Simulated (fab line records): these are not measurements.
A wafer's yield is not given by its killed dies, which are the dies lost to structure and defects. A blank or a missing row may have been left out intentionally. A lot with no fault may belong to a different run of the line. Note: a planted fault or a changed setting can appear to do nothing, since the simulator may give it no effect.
Comparing a struck lot with a sound one / flow n5Finfet / 33 steps out of a route of 1938
Sound: wafers L662.3, L662.4, L662.6. Struck: wafer L677.6 (L677.2, L677.4, from the same lot, were not struck and are left out); the cause is given at the end.
Each step with rows lists, per side, the tool, then ch with its chambers, then its first start. Under that, the readings that differ: sound wafers / struck wafers / difference of the means / sigmas: that difference in standard deviations of wafers without a fault.
alike: words and numbers the same on both sides, and readings whose means are apart by under 2 such deviations; not compared: readings that were withheld, readings missing a value for some wafer, numbers with overlapping values and no deviation given by the record, and bounds like >300 which may hide the same value.
Wherever a step has rows on one side only, a row that says differs or no value, or a row with sigmas, the two part there. Numbers that have no deviation but don't overlap get no sigmas and don't part them. A reading missing from all wafers of one side parts the sides only when that side holds two or more wafers.

first, 1 step without rows for these wafers: N5_GATE_CUT_SRD_32 (time 30 s).
N5_GATE_CUT_SAC_CAP_01: material SiNx, target thk 24 nm, pulse time 1 s, ald cycles 480.
  sound on aldSin-01 ch 0,1,3, day 6 05:33; struck on aldSin-03 ch 1, day 10 00:08
  alike: chamberPressureTorr, heaterPowerW, precursorPulseHeightRel
then, 9 steps without rows for these wafers: N5_GATE_CUT_PECVD_57 (deposits SiNx from SiH4/NH3/N2, target thk 21 nm); N5_GATE_CUT_CMP_02 (polishes, stops on SiO2, t overpolish 12.7 s, target thk 0 nm); N5_GATE_CUT_HM_DEP_46 (deposits SiO2 from TEOS/O2, target thk 130 nm, time 26.6 s); N5_GATE_CUT_COAT_34 (time 60 s, resist thk 60 nm); N5_GATE_CUT_COAT_35 (time 60 s, resist thk 10 nm); N5_GATE_CUT_COAT_27 (time 60 s, resist thk 10 nm); N5_GATE_CUT_COAT_07 (resist thk 30 nm); N5_GATE_CUT_EBR_09; N5_GATE_CUT_SOFTBAKE_08 (time 60 s).
N5_GATE_CUT_EXPOSE_10: exposes mask GATE CUT, target cd 20 nm.
  sound on euvScanner-01 ch 0, day 6 08:29; struck on euvScanner-02 ch 0, day 10 01:52
  alike: mask
then, 2 steps without rows for these wafers: N5_GATE_CUT_PEB_11 (peb time 60 s); N5_GATE_CUT_DEVELOP_12 (develop time 30 s).
N5_GATE_CUT_CD_MEAS_13 targets a cd of 20 nm.
  sound on cdSem-01 ch 0, day 6 08:37; struck on cdSem-01 ch 0, day 10 01:59
reading=cdNm (nm); sound=19.96 19.72 19.79; struck=17.63; difference=-2.19; sigmas=-10
N5_GATE_CUT_OVL_MEAS_14:
  sound on overlay-02 ch 0, day 6 08:39; struck on overlay-01 ch 0, day 10 02:01
  alike: GATE_CUT_OVL
N5_GATE_CUT_INSPECT_15: inspects for defects (brightfield).
  sound: defectInspect-02 at day 6 08:42; struck: defectInspect-02 at day 10 02:04
reading=rawDefectCount; sound=148 204 334; struck=112; difference=-117; sigmas=-2
N5_GATE_CUT_DESCUM_18: chemistry O2, time 7 s.
  sound on rieDiel-02 ch 1,2,3, day 6 08:44; struck on rieDiel-04 ch 1, day 10 02:06
reading=drypumpMotorCurrentA (A); sound=4.7 5.9 5.6; struck=6.6; difference=+1.2; sigmas=+2
reading=model.GATE_CUT.cdNm (nm); sound=19.8 19.8 19.8; struck=17.6; difference=-2.2; sigmas=
  alike: chamberPressureMTorr, oesProductAu, rfVppV, showerheadPlenumPTorr, throttleValvePct
  not compared: rfHoursCounterH
then, 1 step without rows for these wafers: N5_GATE_CUT_ETCH_28 (etches underlayer in N2/H2, target depth 13 nm, time 10.4 s).
N5_GATE_CUT_ETCH_36: etches SiARC in CF4, target depth 13 nm, time 21.7 s.
  sound on rieDiel-02 ch 1,2,3, day 6 08:47; struck on rieDiel-04 ch 1, day 10 02:10
reading=chamberPressureMTorr (mTorr); sound=40.03 40.00 40.02; struck=39.93; difference=-0.09; sigmas=-3
reading=drypumpMotorCurrentA (A); sound=4.8 5.9 5.6; struck=6.6; difference=+1.2; sigmas=+2
  alike: etchRfOnTimeS, oesProductAu, rfVppV, showerheadPlenumPTorr, throttleValvePct
  not compared: rfHoursCounterH
N5_GATE_CUT_ETCH_37: etches SOC in N2/H2, target depth 60 nm, overetch 12 nm, time 90 s.
  sound on rieDiel-02 ch 1,2,3, day 6 08:49; struck on rieDiel-04 ch 1, day 10 02:11
reading=drypumpMotorCurrentA (A); sound=4.8 5.9 5.6; struck=6.6; difference=+1.2; sigmas=+2
  alike: chamberPressureMTorr, oesProductAu, rfVppV, showerheadPlenumPTorr, throttleValvePct
  not compared: rfHoursCounterH
then, 6 steps without rows for these wafers: N5_GATE_CUT_STRIP_38 (strips in N2/H2); N5_GATE_CUT_STRIP_39 (strips in N2/H2); N5_GATE_CUT_HM_OPEN_40 (chemistry C4F6/O2, target SiO2, target depth 139 nm, time 85.1 s); N5_GATE_CUT_STRIP_41 (strips in CF4); N5_GATE_CUT_STRIP_42 (strips in O2); N5_GATE_CUT_ETCH_19 (etches SiNx in CH3F/O2, target depth 53.7 nm, time 76.7 s).
N5_GATE_CUT_CUT_ETCH_53: etches W in SF6/Cl2, target depth 79.2 nm.
  sound on rieMetal-01 ch 0,1, day 6 09:08; struck on rieMetal-02 ch 0, day 10 02:30
reading=drypumpMotorCurrentA (A); sound=5.3 5.7 5.7; struck=6.5; difference=+0.9; sigmas=+2
  alike: chamberPressureMTorr, etchRfOnTimeS, mfcCl2Sccm, oesProductAu, throttleValvePct
  not compared: rfHoursCounterH
N5_GATE_CUT_CUT_ETCH_54: etches TiN in Cl2/BCl3, target depth 96.7 nm.
  sound on rieMetal-01 ch 0,1, day 6 09:12; struck on rieMetal-02 ch 0, day 10 02:34
reading=drypumpMotorCurrentA (A); sound=5.3 5.8 5.8; struck=6.5; difference=+0.9; sigmas=+2
  alike: chamberPressureMTorr, etchRfOnTimeS, mfcCl2Sccm, oesProductAu, throttleValvePct
  not compared: rfHoursCounterH
then, 1 step without rows for these wafers: N5_GATE_CUT_CUT_ETCH_55 (etches HfO2 in BCl3, target depth 3.2 nm).
N5_GATE_CUT_ETCH_47: etches SiO2 in Cl2/BCl3, target depth 10 nm.
  sound on rieMetal-01 ch 0,1, day 6 09:17; struck on rieMetal-02 ch 0, day 10 02:39
reading=drypumpMotorCurrentA (A); sound=5.3 5.7 5.8; struck=6.5; difference=+0.9; sigmas=+2
reading=model.GATE_CUT.cdNm (nm); sound=19.4 20.2 19.8; struck=17.4; difference=-2.4; sigmas=
  alike: chamberPressureMTorr, mfcCl2Sccm, oesProductAu, throttleValvePct
  not compared: rfHoursCounterH
then, 1 step without rows for these wafers: N5_GATE_CUT_VAPOR_ETCH_48 (etches TiN in BCl3/Cl2).
N5_BEOL_M4_RC_MEAS_101:
  the record has rows for the sound wafers here (prober-02 ch 0, day 10 18:48) and none for the struck ones

== WHERE THEY PART ==
First at N5_GATE_CUT_CD_MEAS_13; last, within this record, at N5_BEOL_M4_RC_MEAS_101.

WHY: whatever the simulator had introduced
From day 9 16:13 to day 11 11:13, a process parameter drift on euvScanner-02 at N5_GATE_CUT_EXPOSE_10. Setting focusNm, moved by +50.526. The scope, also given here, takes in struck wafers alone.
